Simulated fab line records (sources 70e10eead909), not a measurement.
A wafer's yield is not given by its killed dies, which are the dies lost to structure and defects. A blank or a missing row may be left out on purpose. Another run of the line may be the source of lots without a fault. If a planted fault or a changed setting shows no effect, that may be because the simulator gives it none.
Shared-tool check || flow nand-harc || 39 wafers sampled across 13 lots

== WHY THIS WAS OPENED ==
At NHARC_END_SORT_01 the reading killed-at-array is flagged on 2 of 13 lots. Wafers without a fault read 53, standard deviation 21.
Rule: a lot is flagged in two cases, either no wafer of it has a number, or all its wafers with numbers fall more than 4 standard deviations from that mean. All remaining lots are regarded as sound.

{"lot": "L708", "measured": "day 24 18:32", "on": "prober-01", "killed-at-array, wafer by wafer": "55 37 34", "flag": ""}
{"lot": "L709", "measured": "day 25 06:49", "on": "prober-01", "killed-at-array, wafer by wafer": "77 64 72", "flag": ""}
{"lot": "L707", "measured": "day 25 08:26", "on": "prober-02", "killed-at-array, wafer by wafer": "70 77 58", "flag": ""}
{"lot": "L711", "measured": "day 26 03:16", "on": "prober-02", "killed-at-array, wafer by wafer": "70 70 72", "flag": ""}
{"lot": "L716", "measured": "day 28 23:31", "on": "prober-01", "killed-at-array, wafer by wafer": "670 671 672", "flag": "FLAGGED"}
{"lot": "L717", "measured": "day 29 05:02", "on": "prober-02", "killed-at-array, wafer by wafer": "674 676 672", "flag": "FLAGGED"}
{"lot": "L721", "measured": "day 30 16:21", "on": "prober-02", "killed-at-array, wafer by wafer": "68 74 61", "flag": ""}
{"lot": "L722", "measured": "day 31 00:04", "on": "prober-01", "killed-at-array, wafer by wafer": "25 24 25", "flag": ""}
{"lot": "L723", "measured": "day 31 23:30", "on": "prober-02", "killed-at-array, wafer by wafer": "73 106 72", "flag": ""}
{"lot": "L724", "measured": "day 31 23:31", "on": "prober-01", "killed-at-array, wafer by wafer": "26 34 58", "flag": ""}
{"lot": "L727", "measured": "day 33 15:41", "on": "prober-01", "killed-at-array, wafer by wafer": "52 73 62", "flag": ""}
{"lot": "L730", "measured": "day 34 13:02", "on": "prober-01", "killed-at-array, wafer by wafer": "54 64 59", "flag": ""}
{"lot": "L729", "measured": "day 34 13:46", "on": "prober-02", "killed-at-array, wafer by wafer": "29 33 28", "flag": ""}
The numbers of the flagged lots are 672 on average: +620 against the usual, or +30 standard deviations.

== LOT BY LOT: THE TOOL USED ==
Before the reading, the record contains 3 process steps out of a 1302-step route. Cell contents, in order: the tool; ch with the chambers the sampled wafers went through; the start.
{"lot": "L708", "flag": "", "NHARC_A_CONTACT_ETCH_135": "har-cap-etch-01 ch 0,1, day 22 18:20", "NHARC_A_CONTACT_ETCH_136": "har-cap-etch-01 ch 0,1, day 22 18:37", "NHARC_A_CONTACT_ETCH_139": "har-cap-etch-01 ch 0,1, day 22 19:26"}
{"lot": "L709", "flag": "", "NHARC_A_CONTACT_ETCH_135": "har-cap-etch-01 ch 0,1, day 23 07:05", "NHARC_A_CONTACT_ETCH_136": "har-cap-etch-01 ch 0,1, day 23 07:21", "NHARC_A_CONTACT_ETCH_139": "har-cap-etch-01 ch 0,1, day 23 08:10"}
{"lot": "L707", "flag": "", "NHARC_A_CONTACT_ETCH_135": "har-cap-etch-02 ch 0,1, day 22 21:20", "NHARC_A_CONTACT_ETCH_136": "har-cap-etch-02 ch 0,1, day 22 21:36", "NHARC_A_CONTACT_ETCH_139": "har-cap-etch-02 ch 0,1, day 22 22:25"}
{"lot": "L711", "flag": "", "NHARC_A_CONTACT_ETCH_135": "har-cap-etch-01 ch 0,1, day 24 02:41", "NHARC_A_CONTACT_ETCH_136": "har-cap-etch-01 ch 0,1, day 24 02:57", "NHARC_A_CONTACT_ETCH_139": "har-cap-etch-01 ch 0,1, day 24 03:46"}
{"lot": "L716", "flag": "FLAGGED", "NHARC_A_CONTACT_ETCH_135": "har-cap-etch-02 ch 0,1, day 26 18:45", "NHARC_A_CONTACT_ETCH_136": "har-cap-etch-02 ch 0,1, day 26 19:02", "NHARC_A_CONTACT_ETCH_139": "har-cap-etch-02 ch 0,1, day 26 19:51"}
{"lot": "L717", "flag": "FLAGGED", "NHARC_A_CONTACT_ETCH_135": "har-cap-etch-01 ch 0,1, day 26 23:42", "NHARC_A_CONTACT_ETCH_136": "har-cap-etch-01 ch 0,1, day 26 23:59", "NHARC_A_CONTACT_ETCH_139": "har-cap-etch-01 ch 0,1, day 27 00:47"}
{"lot": "L721", "flag": "", "NHARC_A_CONTACT_ETCH_135": "har-cap-etch-03 ch 0,1, day 28 07:49", "NHARC_A_CONTACT_ETCH_136": "har-cap-etch-03 ch 0,1, day 28 08:06", "NHARC_A_CONTACT_ETCH_139": "har-cap-etch-03 ch 0,1, day 28 08:55"}
{"lot": "L722", "flag": "", "NHARC_A_CONTACT_ETCH_135": "har-cap-etch-01 ch 0,1, day 28 09:45", "NHARC_A_CONTACT_ETCH_136": "har-cap-etch-01 ch 0,1, day 28 10:01", "NHARC_A_CONTACT_ETCH_139": "har-cap-etch-01 ch 0,1, day 28 10:50"}
{"lot": "L723", "flag": "", "NHARC_A_CONTACT_ETCH_135": "har-cap-etch-03 ch 0,1, day 29 20:41", "NHARC_A_CONTACT_ETCH_136": "har-cap-etch-03 ch 0,1, day 29 20:58", "NHARC_A_CONTACT_ETCH_139": "har-cap-etch-03 ch 0,1, day 29 21:46"}
{"lot": "L724", "flag": "", "NHARC_A_CONTACT_ETCH_135": "har-cap-etch-01 ch 0,1, day 30 01:40", "NHARC_A_CONTACT_ETCH_136": "har-cap-etch-01 ch 0,1, day 30 01:56", "NHARC_A_CONTACT_ETCH_139": "har-cap-etch-01 ch 0,1, day 30 02:46"}
{"lot": "L727", "flag": "", "NHARC_A_CONTACT_ETCH_135": "har-cap-etch-02 ch 0,1, day 31 11:58", "NHARC_A_CONTACT_ETCH_136": "har-cap-etch-02 ch 0,1, day 31 12:14", "NHARC_A_CONTACT_ETCH_139": "har-cap-etch-02 ch 0,1, day 31 13:04"}
{"lot": "L730", "flag": "", "NHARC_A_CONTACT_ETCH_135": "har-cap-etch-03 ch 0,1, day 32 10:37", "NHARC_A_CONTACT_ETCH_136": "har-cap-etch-03 ch 0,1, day 32 10:53", "NHARC_A_CONTACT_ETCH_139": "har-cap-etch-03 ch 0,1, day 32 11:42"}
{"lot": "L729", "flag": "", "NHARC_A_CONTACT_ETCH_135": "har-cap-etch-02 ch 0,1, day 32 09:05", "NHARC_A_CONTACT_ETCH_136": "har-cap-etch-02 ch 0,1, day 32 09:22", "NHARC_A_CONTACT_ETCH_139": "har-cap-etch-02 ch 0,1, day 32 10:10"}
These steps, and what they do:
- NHARC_A_CONTACT_ETCH_135: etches the open film in C4F8/O2/Ar, time 311 s, target depth 1912 nm.
- NHARC_A_CONTACT_ETCH_136: etches the open film in C4F8/O2/Ar, time 311 s, target depth 1912 nm.
- NHARC_A_CONTACT_ETCH_139: etches the open film in C4F8/O2/Ar, time 195 s, target depth 840 nm.
- NHARC_END_SORT_01

== FLAGGED OVER TOTAL, TOOL BY TOOL (the gauges that took the reading come last) ==
{"step": "NHARC_A_CONTACT_ETCH_135", "tool": "har-cap-etch-01", "lots run": 6, "flagged": 1, "share of the flagged lots": "some", "sound lots run after its first flagged lot": "2 (L722,L724)"}
{"step": "NHARC_A_CONTACT_ETCH_135", "tool": "har-cap-etch-02", "lots run": 4, "flagged": 1, "share of the flagged lots": "some", "sound lots run after its first flagged lot": "2 (L727,L729)"}
{"step": "NHARC_A_CONTACT_ETCH_135", "tool": "har-cap-etch-03", "lots run": 3, "flagged": 0, "share of the flagged lots": "none", "sound lots run after its first flagged lot": "-"}
{"step": "NHARC_A_CONTACT_ETCH_136", "tool": "har-cap-etch-01", "lots run": 6, "flagged": 1, "share of the flagged lots": "some", "sound lots run after its first flagged lot": "2 (L722,L724)"}
{"step": "NHARC_A_CONTACT_ETCH_136", "tool": "har-cap-etch-02", "lots run": 4, "flagged": 1, "share of the flagged lots": "some", "sound lots run after its first flagged lot": "2 (L727,L729)"}
{"step": "NHARC_A_CONTACT_ETCH_136", "tool": "har-cap-etch-03", "lots run": 3, "flagged": 0, "share of the flagged lots": "none", "sound lots run after its first flagged lot": "-"}
{"step": "NHARC_A_CONTACT_ETCH_139", "tool": "har-cap-etch-01", "lots run": 6, "flagged": 1, "share of the flagged lots": "some", "sound lots run after its first flagged lot": "2 (L722,L724)"}
{"step": "NHARC_A_CONTACT_ETCH_139", "tool": "har-cap-etch-02", "lots run": 4, "flagged": 1, "share of the flagged lots": "some", "sound lots run after its first flagged lot": "2 (L727,L729)"}
{"step": "NHARC_A_CONTACT_ETCH_139", "tool": "har-cap-etch-03", "lots run": 3, "flagged": 0, "share of the flagged lots": "none", "sound lots run after its first flagged lot": "-"}
{"step": "NHARC_END_SORT_01", "tool": "prober-01", "lots run": 7, "flagged": 1, "share of the flagged lots": "some", "sound lots run after its first flagged lot": "4 (L722,L724,L727,L730)"}
{"step": "NHARC_END_SORT_01", "tool": "prober-02", "lots run": 6, "flagged": 1, "share of the flagged lots": "some", "sound lots run after its first flagged lot": "3 (L721,L723,L729)"}

== THE TABLE: WHAT IT ALLOWS ==
No row of the table ran every flagged lot.

== WHAT THE SIMULATOR PUT IN ==
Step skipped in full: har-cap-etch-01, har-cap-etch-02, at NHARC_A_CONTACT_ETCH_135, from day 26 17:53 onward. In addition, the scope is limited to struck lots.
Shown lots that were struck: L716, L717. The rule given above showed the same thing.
